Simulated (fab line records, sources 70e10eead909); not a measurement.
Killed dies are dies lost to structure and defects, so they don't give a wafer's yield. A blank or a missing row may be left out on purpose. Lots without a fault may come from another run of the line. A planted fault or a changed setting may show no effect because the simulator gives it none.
Chamber matching | flow nand_harc | NHARC_A_CONTACT_ETCH_92 on rie_diel-04: 4 sister chambers
The step etches the open film in CH3F/O2, target depth 40 nm, time 85.7 s. 18 wafers are shown with their chamber, then 9 later ones without.

WAFERS WITH THEIR CHAMBER
wafer  | chamber | drypump_motor_current_A (A) | showerhead_plenum_p_Torr (Torr) | rf_vpp_V (V)
L079.1 | 1       | 6.5                         | 2.44                            | 243.4
L079.2 | 2       | 6.3                         | 2.64                            | 245.2
L079.3 | 0       | 5.8                         | 2.29                            | 240.8
L078.1 | 2       | 6.3                         | 2.64                            | 247.2
L078.5 | 2       | 6.3                         | 2.64                            | 247.9
L078.6 | 3       | 6.2                         | 2.33                            | 245.1
L082.1 | 1       | 6.5                         | 2.44                            | 243.3
L082.4 | 2       | 6.3                         | 2.64                            | 245.9
L082.6 | 2       | 6.3                         | 2.64                            | 246.8
L088.2 | 3       | 6.2                         | 2.33                            | 242.7
L088.4 | 0       | 5.8                         | 2.28                            | 242.0
L088.5 | 3       | 6.1                         | 2.33                            | 242.3
L091.2 | 0       | 5.8                         | 2.66                            | 246.7
L091.5 | 3       | 6.2                         | 2.32                            | 242.1
L091.6 | 2       | 6.3                         | 2.63                            | 246.9
L090.3 | 3       | 6.2                         | 2.33                            | 243.5
L090.4 | 2       | 6.4                         | 2.63                            | 246.4
L090.5 | 1       | 6.6                         | 2.44                            | 245.0

SIGNATURES (means of the wafers above)
reading                  | chamber 0 | chamber 1 | chamber 2 | chamber 3 | scatter within a chamber
drypump_motor_current_A  | 5.800     | 6.533     | 6.314     | 6.180     | 0.0407
showerhead_plenum_p_Torr | 2.4100    | 2.4400    | 2.6371    | 2.3280    | 0.082
rf_vpp_V                 | 243.167   | 243.900   | 246.614   | 243.140   | 1.51
Rule: a wafer's distance from a chamber is the root of the sum, over the readings, of the square of ((its reading less the chamber's mean) divided by the reading's scatter). The wafer belongs to the nearest chamber; if the next one is less than 2 further off, it can't be placed. The scatter: the root of (the sum of the squares of (reading less its chamber's mean) over the shown wafers, divided by (wafers less chambers)).

WAFERS WITHOUT THEIR CHAMBER
wafer  | drypump_motor_current_A (A) | showerhead_plenum_p_Torr (Torr) | rf_vpp_V (V)
L093.2 | 6.2                         | 2.32                            | 242.2
L093.3 | 6.5                         | 2.43                            | 244.3
L093.6 | 6.2                         | 2.32                            | 241.3
L094.1 | 6.2                         | 2.32                            | 243.3
L094.4 | 5.8                         | 2.66                            | 246.2
L094.6 | 6.5                         | 2.43                            | 243.0
L097.2 | 5.8                         | 2.65                            | 246.3
L097.3 | 6.1                         | 2.32                            | 241.3
L097.4 | 6.5                         | 2.43                            | 243.7

WHICH CHAMBER EACH WENT THROUGH
wafer  | from the rows above | in truth
L093.2 | 3                   | 3
L093.3 | 1                   | 1
L093.6 | 3                   | 3
L094.1 | 3                   | 3
L094.4 | 0                   | 0
L094.6 | 1                   | 1
L097.2 | 0                   | 0
L097.3 | 3                   | 3
L097.4 | 1                   | 1
Placed correctly: 9 of 9. Can't be placed from these rows: 0. Placed wrongly: 0.
